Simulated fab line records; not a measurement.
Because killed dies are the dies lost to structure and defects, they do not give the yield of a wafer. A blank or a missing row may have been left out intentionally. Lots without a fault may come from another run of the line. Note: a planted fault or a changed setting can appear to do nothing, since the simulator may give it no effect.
Chamber matching :: flow nandHarc :: NHARC_P_ZERO_WELL_ETCH_63 on rieSi-04: 4 sister chambers
The step etches the open film in HBr/Cl2, target depth 120 nm, time 40.1 s. 8 wafers are shown with their chamber, then 8 later ones without.

WAFERS PAIRED WITH THEIR CHAMBERS
wafer: L081.3
chamber: 0
throttleValvePct (%): 26.404
heBacksideLeakSccm (sccm): 2.66

wafer: L081.5
chamber: 3
throttleValvePct (%): 26.401
heBacksideLeakSccm (sccm): 2.57

wafer: L086.1
chamber: 1
throttleValvePct (%): 26.392
heBacksideLeakSccm (sccm): 3.21

wafer: L086.6
chamber: 2
throttleValvePct (%): 26.410
heBacksideLeakSccm (sccm): 2.87

wafer: L088.2
chamber: 0
throttleValvePct (%): 26.398
heBacksideLeakSccm (sccm): 2.73

wafer: L088.4
chamber: 1
throttleValvePct (%): 26.407
heBacksideLeakSccm (sccm): 2.28

wafer: L088.5
chamber: 2
throttleValvePct (%): 26.411
heBacksideLeakSccm (sccm): 2.84

wafer: L090.2
chamber: 3
throttleValvePct (%): 26.400
heBacksideLeakSccm (sccm): 2.83

WAFERS WHOSE CHAMBER IS MISSING
wafer: L090.5
throttleValvePct (%): 26.405
heBacksideLeakSccm (sccm): 2.81

wafer: L090.6
throttleValvePct (%): 26.413
heBacksideLeakSccm (sccm): 2.68

wafer: L091.1
throttleValvePct (%): 26.406
heBacksideLeakSccm (sccm): 2.37

wafer: L091.3
throttleValvePct (%): 26.409
heBacksideLeakSccm (sccm): 3.01

wafer: L091.6
throttleValvePct (%): 26.398
heBacksideLeakSccm (sccm): 2.36

wafer: L097.2
throttleValvePct (%): 26.410
heBacksideLeakSccm (sccm): 3.06

wafer: L097.4
throttleValvePct (%): 26.410
heBacksideLeakSccm (sccm): 2.40

wafer: L097.5
throttleValvePct (%): 26.417
heBacksideLeakSccm (sccm): 2.98

WHICH CHAMBER EACH ONE RAN IN
wafer: L090.5
from the rows above: can't be placed: 0 or 3 or 2 or 1
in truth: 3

wafer: L090.6
from the rows above: can't be placed: 2 or 0 or 3 or 1
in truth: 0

wafer: L091.1
from the rows above: can't be placed: 0 or 3 or 1 or 2
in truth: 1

wafer: L091.3
from the rows above: can't be placed: 2 or 0 or 3 or 1
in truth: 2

wafer: L091.6
from the rows above: can't be placed: 3 or 0 or 1 or 2
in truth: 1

wafer: L097.2
from the rows above: can't be placed: 2 or 0 or 3 or 1
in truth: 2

wafer: L097.4
from the rows above: can't be placed: 2 or 0 or 3 or 1
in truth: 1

wafer: L097.5
from the rows above: can't be placed: 2 or 0 or 3 or 1
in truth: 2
Correctly placed: 0 of 8. Unplaceable from these rows: 8, with the true chamber sitting among the candidates in 8. Wrongly placed: 0.
How it was worked out, from the rows above alone: a wafer's distance from a chamber is the root of the sum, over the readings, of the square of ((its reading less the chamber's mean) divided by the reading's scatter). The wafer belongs to the nearest chamber; if the next one is less than 2 further off, it can't be placed. Each chamber's mean is taken over the wafers shown for it. The scatter: take each reading less its chamber's mean, square it, sum over the shown wafers, divide by the number of wafers less the number of chambers, and take the root.
